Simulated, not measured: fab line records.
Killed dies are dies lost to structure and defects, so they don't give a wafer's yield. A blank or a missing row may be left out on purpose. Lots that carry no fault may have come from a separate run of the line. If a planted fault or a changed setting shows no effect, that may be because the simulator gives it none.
Lot-split experiment :: flow n5Finfet :: on a route of 1938 steps: 7 lots, 39 wafers read

## ON THE SPLIT
At N5_BEOL_M1_PECVD_72 (deposits SiO2 from TEOS/O2, target thk 16 nm, time 18 s), the setting timeS was moved away from the recipe's 18 s on 15 of the 39 wafers read, by -48.0% to +34.5%. The other wafers ran this setting at the recipe's value.

The reading is taken at the split's own step.

## THE READING
SiO2_of_BEOL_M1_PECVD_72.thkNm (the simulator's own value, which no gauge read), in nm, at N5_BEOL_M1_PECVD_72 (deposits SiO2 from TEOS/O2, target thk 16 nm, time 18 s). The file does not state a usual value for it. Average 16.0 nm, standard deviation 0.27 nm, over the 24 wafers here run with the recipe.

wafer: L076.1
tool, chamber at the split: pecvd-03, 1
timeS as run, s: 18
against the recipe: recipe
SiO2_of_BEOL_M1_PECVD_72.thkNm, nm: 16
against lot-mates on the recipe: -

wafer: L076.4
tool, chamber at the split: pecvd-03, 2
timeS as run, s: 18
against the recipe: recipe
SiO2_of_BEOL_M1_PECVD_72.thkNm, nm: 16.2
against lot-mates on the recipe: -

wafer: L076.5
tool, chamber at the split: pecvd-03, 1
timeS as run, s: 18
against the recipe: recipe
SiO2_of_BEOL_M1_PECVD_72.thkNm, nm: 16.4
against lot-mates on the recipe: -

wafer: L080.1
tool, chamber at the split: pecvd-03, 2
timeS as run, s: 18
against the recipe: recipe
SiO2_of_BEOL_M1_PECVD_72.thkNm, nm: 15.8
against lot-mates on the recipe: -

wafer: L080.2
tool, chamber at the split: pecvd-03, 1,2
timeS as run, s: 15.11
against the recipe: -16.1%
SiO2_of_BEOL_M1_PECVD_72.thkNm, nm: 13.6
against lot-mates on the recipe: -2.6

wafer: L080.4
tool, chamber at the split: pecvd-03, 1,2
timeS as run, s: 15.11
against the recipe: -16.1%
SiO2_of_BEOL_M1_PECVD_72.thkNm, nm: 13.6
against lot-mates on the recipe: -2.6

wafer: L080.3
tool, chamber at the split: pecvd-03, 1
timeS as run, s: 18
against the recipe: recipe
SiO2_of_BEOL_M1_PECVD_72.thkNm, nm: 16.4
against lot-mates on the recipe: -

wafer: L080.6
tool, chamber at the split: pecvd-03, 1
timeS as run, s: 18
against the recipe: recipe
SiO2_of_BEOL_M1_PECVD_72.thkNm, nm: 16.4
against lot-mates on the recipe: -

wafer: L080.5
tool, chamber at the split: pecvd-03, 2
timeS as run, s: 15.11
against the recipe: -16.1%
SiO2_of_BEOL_M1_PECVD_72.thkNm, nm: 13.8
against lot-mates on the recipe: -2.4

wafer: L085.1
tool, chamber at the split: pecvd-04, 2
timeS as run, s: 24.21
against the recipe: +34.5%
SiO2_of_BEOL_M1_PECVD_72.thkNm, nm: 21.2
against lot-mates on the recipe: +5.2

wafer: L085.2
tool, chamber at the split: pecvd-04, 0
timeS as run, s: 18
against the recipe: recipe
SiO2_of_BEOL_M1_PECVD_72.thkNm, nm: 16
against lot-mates on the recipe: -

wafer: L085.3
tool, chamber at the split: pecvd-04, 1
timeS as run, s: 18
against the recipe: recipe
SiO2_of_BEOL_M1_PECVD_72.thkNm, nm: 15.8
against lot-mates on the recipe: -

wafer: L085.4
tool, chamber at the split: pecvd-04, 0
timeS as run, s: 24.21
against the recipe: +34.5%
SiO2_of_BEOL_M1_PECVD_72.thkNm, nm: 21.6
against lot-mates on the recipe: +5.6

wafer: L085.5
tool, chamber at the split: pecvd-04, 1
timeS as run, s: 24.21
against the recipe: +34.5%
SiO2_of_BEOL_M1_PECVD_72.thkNm, nm: 21
against lot-mates on the recipe: +5.0

wafer: L085.6
tool, chamber at the split: pecvd-04, 2
timeS as run, s: 18
against the recipe: recipe
SiO2_of_BEOL_M1_PECVD_72.thkNm, nm: 16.2
against lot-mates on the recipe: -

wafer: L089.1
tool, chamber at the split: pecvd-03, 2
timeS as run, s: 18
against the recipe: recipe
SiO2_of_BEOL_M1_PECVD_72.thkNm, nm: 15.8
against lot-mates on the recipe: -

wafer: L089.2
tool, chamber at the split: pecvd-03, 1,0
timeS as run, s: 18
against the recipe: recipe
SiO2_of_BEOL_M1_PECVD_72.thkNm, nm: 16
against lot-mates on the recipe: -

wafer: L089.4
tool, chamber at the split: pecvd-03, 1,0
timeS as run, s: 18
against the recipe: recipe
SiO2_of_BEOL_M1_PECVD_72.thkNm, nm: 16
against lot-mates on the recipe: -

wafer: L089.3
tool, chamber at the split: pecvd-03, 0,1,2
timeS as run, s: 9.363
against the recipe: -48.0%
SiO2_of_BEOL_M1_PECVD_72.thkNm, nm: 8.4
against lot-mates on the recipe: -7.5

wafer: L089.5
tool, chamber at the split: pecvd-03, 0,1,2
timeS as run, s: 9.363
against the recipe: -48.0%
SiO2_of_BEOL_M1_PECVD_72.thkNm, nm: 8.4
against lot-mates on the recipe: -7.5

wafer: L089.6
tool, chamber at the split: pecvd-03, 0,1,2
timeS as run, s: 9.363
against the recipe: -48.0%
SiO2_of_BEOL_M1_PECVD_72.thkNm, nm: 8.4
against lot-mates on the recipe: -7.5

wafer: L093.1
tool, chamber at the split: pecvd-01, 0
timeS as run, s: 13.77
against the recipe: -23.5%
SiO2_of_BEOL_M1_PECVD_72.thkNm, nm: 12
against lot-mates on the recipe: -4.0

wafer: L093.2
tool, chamber at the split: pecvd-01, 1
timeS as run, s: 18
against the recipe: recipe
SiO2_of_BEOL_M1_PECVD_72.thkNm, nm: 16.2
against lot-mates on the recipe: -

wafer: L093.3
tool, chamber at the split: pecvd-01, 2
timeS as run, s: 13.77
against the recipe: -23.5%
SiO2_of_BEOL_M1_PECVD_72.thkNm, nm: 12.4
against lot-mates on the recipe: -3.6

wafer: L093.4
tool, chamber at the split: pecvd-01, 0
timeS as run, s: 18
against the recipe: recipe
SiO2_of_BEOL_M1_PECVD_72.thkNm, nm: 15.8
against lot-mates on the recipe: -

wafer: L093.5
tool, chamber at the split: pecvd-01, 2
timeS as run, s: 18
against the recipe: recipe
SiO2_of_BEOL_M1_PECVD_72.thkNm, nm: 16
against lot-mates on the recipe: -

wafer: L093.6
tool, chamber at the split: pecvd-01, 1
timeS as run, s: 13.77
against the recipe: -23.5%
SiO2_of_BEOL_M1_PECVD_72.thkNm, nm: 12.6
against lot-mates on the recipe: -3.4

wafer: L094.1
tool, chamber at the split: pecvd-01, 0
timeS as run, s: 18
against the recipe: recipe
SiO2_of_BEOL_M1_PECVD_72.thkNm, nm: 15.2
against lot-mates on the recipe: -

wafer: L094.2
tool, chamber at the split: pecvd-01, 2
timeS as run, s: 18
against the recipe: recipe
SiO2_of_BEOL_M1_PECVD_72.thkNm, nm: 15.8
against lot-mates on the recipe: -

wafer: L094.4
tool, chamber at the split: pecvd-01, 2
timeS as run, s: 18
against the recipe: recipe
SiO2_of_BEOL_M1_PECVD_72.thkNm, nm: 15.8
against lot-mates on the recipe: -

wafer: L094.3
tool, chamber at the split: pecvd-01, 1,0
timeS as run, s: 23.38
against the recipe: +29.9%
SiO2_of_BEOL_M1_PECVD_72.thkNm, nm: 20.2
against lot-mates on the recipe: +4.6

wafer: L094.6
tool, chamber at the split: pecvd-01, 1,0
timeS as run, s: 23.38
against the recipe: +29.9%
SiO2_of_BEOL_M1_PECVD_72.thkNm, nm: 20.2
against lot-mates on the recipe: +4.6

wafer: L094.5
tool, chamber at the split: pecvd-01, 1
timeS as run, s: 23.38
against the recipe: +29.9%
SiO2_of_BEOL_M1_PECVD_72.thkNm, nm: 20.6
against lot-mates on the recipe: +5.0

wafer: L096.1
tool, chamber at the split: pecvd-03, 2,1
timeS as run, s: 18
against the recipe: recipe
SiO2_of_BEOL_M1_PECVD_72.thkNm, nm: 16
against lot-mates on the recipe: -

wafer: L096.2
tool, chamber at the split: pecvd-03, 2,1
timeS as run, s: 18
against the recipe: recipe
SiO2_of_BEOL_M1_PECVD_72.thkNm, nm: 16
against lot-mates on the recipe: -

wafer: L096.3
tool, chamber at the split: pecvd-03, 0
timeS as run, s: 18
against the recipe: recipe
SiO2_of_BEOL_M1_PECVD_72.thkNm, nm: 15.6
against lot-mates on the recipe: -

wafer: L096.4
tool, chamber at the split: pecvd-03, 1,0,2
timeS as run, s: 18
against the recipe: recipe
SiO2_of_BEOL_M1_PECVD_72.thkNm, nm: 16.2
against lot-mates on the recipe: -

wafer: L096.5
tool, chamber at the split: pecvd-03, 1,0,2
timeS as run, s: 18
against the recipe: recipe
SiO2_of_BEOL_M1_PECVD_72.thkNm, nm: 16.2
against lot-mates on the recipe: -

wafer: L096.6
tool, chamber at the split: pecvd-03, 1,0,2
timeS as run, s: 18
against the recipe: recipe
SiO2_of_BEOL_M1_PECVD_72.thkNm, nm: 16.2
against lot-mates on the recipe: -
Where a row lists several chambers, the file gives one row for several wafers and doesn't say which wafer went through which chamber.

FIT RESULTS
A straight line over all 39 wafers: SiO2_of_BEOL_M1_PECVD_72.thkNm changes by +0.154 nm for each +1% of timeS; r = +1.00; the points scatter about the line by 0.27 nm.
The same after taking each lot's own level away (the mean of its wafers on the recipe; 39 wafers): +0.156 nm for each +1%; r = +1.00; scatter 0.21 nm.
On that fit, the largest move of timeS shifts the reading by 7.5 nm.
Measured against the standard deviation above, the lots' own levels, which go from 15.60 to 16.20 nm, span 2.2 times it.
Consequently the slope shifts little with the lot-to-lot level, the two slopes agreeing.
Check: -7.49 nm against its lot-mates is what the line predicts for one of the wafers moved furthest among these (-48.0%) when that wafer is left out of the fit. It came out at -7.53 nm against them.

## FURTHER SPLITS ON THESE WAFERS
Before the reading, these wafers also passed through other splits. Each is held against what the fit with the lots' levels taken away leaves over:
other split on the same wafers: N5_FIN_SAQP_HM_DEP_72 timeS
wafers away from the commonest value: 18
r with SiO2_of_BEOL_M1_PECVD_72.thkNm (lot level and that fit taken away): -0.10

other split on the same wafers: N5_STI_FIN_REVEAL_ETCHBACK_08 timeS
wafers away from the commonest value: 9
r with SiO2_of_BEOL_M1_PECVD_72.thkNm (lot level and that fit taken away): +0.02

other split on the same wafers: N5_HKMG_FIN_DEVELOP_48 developTimeS
wafers away from the commonest value: 18
r with SiO2_of_BEOL_M1_PECVD_72.thkNm (lot level and that fit taken away): -0.05

other split on the same wafers: N5_MOL_CONTACT_COAG_SPUTTER_143 targetThkA
wafers away from the commonest value: 12
r with SiO2_of_BEOL_M1_PECVD_72.thkNm (lot level and that fit taken away): -0.01

## FILE'S OWN FIT
SiO2_of_BEOL_M1_PECVD_72.thkNm changes by +0.156 nm for each +1% of timeS, r = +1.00.
